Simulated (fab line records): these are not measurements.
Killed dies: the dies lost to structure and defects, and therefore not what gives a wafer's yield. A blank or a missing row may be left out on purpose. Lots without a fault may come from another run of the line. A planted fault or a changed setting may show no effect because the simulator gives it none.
Which tool is to blame? | flow nand_harc | at 1 step of a route of 1302, 12 lots with 36 wafers sampled

== WHAT THE GAUGES READ, wafer by wafer ==
NHARC_P_STI_OVL_MEAS_10.
lot  | measured     | on         | overlay_x_nm (nm) | overlay_y_nm (nm)
L930 | day 2 21:59  | overlay-01 | -6 -6 -7          | -10 -10 -10
L931 | day 3 09:01  | overlay-02 | 2 2 2             | 0 0 0
L933 | day 4 00:57  | overlay-01 | -10 -10 -10       | -4 -4 -3
L934 | day 4 11:40  | overlay-01 | -5 -5 -5          | -11 -10 -10
L935 | day 4 22:04  | overlay-01 | 1 0 0             | -6 -6 -6
L945 | day 9 00:36  | overlay-01 | 7 7 7             | 1 0 0
L946 | day 9 12:20  | overlay-02 | 2 2 3             | -6 -5 -5
L947 | day 9 21:12  | overlay-01 | -3 -3 -3          | -1 -2 -1
L948 | day 10 08:28 | overlay-01 | 10 9 10           | -5 -6 -5
L950 | day 11 04:01 | overlay-02 | 6 6 6             | 3 2 3
L951 | day 11 12:35 | overlay-02 | 3 2 2             | 5 5 5
L952 | day 12 00:16 | overlay-01 | 9 9 9             | -1 -1 -1

== WHAT TOOL EACH LOT RAN ON (gives the tool, then ch and the chambers of the sampled wafers, and finally the start) ==
The record holds no process step before these readings.

== AS READ BY THE TOOLS THEMSELVES (means over the sampled wafers that have a number; for cases with no such wafer, the mark the record gives instead) ==
The record holds no such reading with a usual standard deviation.

== THE ANSWER, worked out from the rows above alone ==
Rule: the lots themselves supply what counts as usual. Put in order of their means at a reading, lots are off if they are a third of the lots or fewer, leave a main group of 4 or more, and stand apart from it by a gap of 3 or more times the standard deviation of the main group's means; of several such gaps the widest counts. If all means in a main group match to the digits the tables above print for the reading, that group is not used. A lot without any number at a reading at which 4 lots or more have one is off too. All remaining lots with rows at the step are treated as sound. The gauges are gone through in route order, then the tools' own readings, and for those a lot's mean is taken as printed above. The first step at which some lot is off is used, and at that step the reading that is off furthest; a lot without a number counts as furthest.
None of the lots is off at any reading shown; this tells nothing.

== WHAT HAD BEEN PUT IN BY THE SIMULATOR ==
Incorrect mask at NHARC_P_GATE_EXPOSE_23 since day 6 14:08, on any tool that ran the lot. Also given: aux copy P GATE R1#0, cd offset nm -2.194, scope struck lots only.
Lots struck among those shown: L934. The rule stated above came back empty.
